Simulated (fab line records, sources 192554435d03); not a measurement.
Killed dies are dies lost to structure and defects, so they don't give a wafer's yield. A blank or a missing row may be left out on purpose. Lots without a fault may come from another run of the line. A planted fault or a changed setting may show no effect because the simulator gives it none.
Chamber matching | flow n5_finfet | N5_BEOL_M7_ILD_DEP_00 on pecvd-02: 3 sister chambers
The step deposits SiCOH lowk from DEMS/porogen, target thk 179.75 nm, time 33.4 s. 3 wafers are shown with their chamber, then 7 later ones without.

WAFERS WITH THEIR CHAMBER
wafer  | chamber | throttle_valve_pct (%)
L813.6 | 1       | 14.6
L814.1 | 0       | 13.9
L814.3 | 2       | 13.1

WAFERS WITHOUT THEIR CHAMBER
wafer  | throttle_valve_pct (%)
L814.4 | 14.9
L818.1 | 13.8
L818.5 | 13.3
L818.6 | 14.6
L820.1 | 13.8
L820.2 | 14.5
L820.4 | 14.0

WHICH CHAMBER EACH WENT THROUGH
wafer  | from the rows above | in truth
L814.4 | 1                   | 1
L818.1 | 0                   | 0
L818.5 | 2                   | 2
L818.6 | 1                   | 1
L820.1 | 0                   | 0
L820.2 | 1                   | 1
L820.4 | 0                   | 0
Placed correctly: 7 of 7. Can't be placed from these rows: 0. Placed wrongly: 0.
How it was worked out, from the rows above alone: a wafer's distance from a chamber is the root of the sum, over the readings, of the square of ((its reading less the chamber's mean) divided by the reading's scatter). The wafer belongs to the nearest chamber; if the next one is less than 2 further off, it can't be placed. A chamber's mean is the mean of its shown wafers. The scatter: with one shown wafer a chamber, the root of the mean of the squares of how far each hidden wafer lies from its nearest shown one.
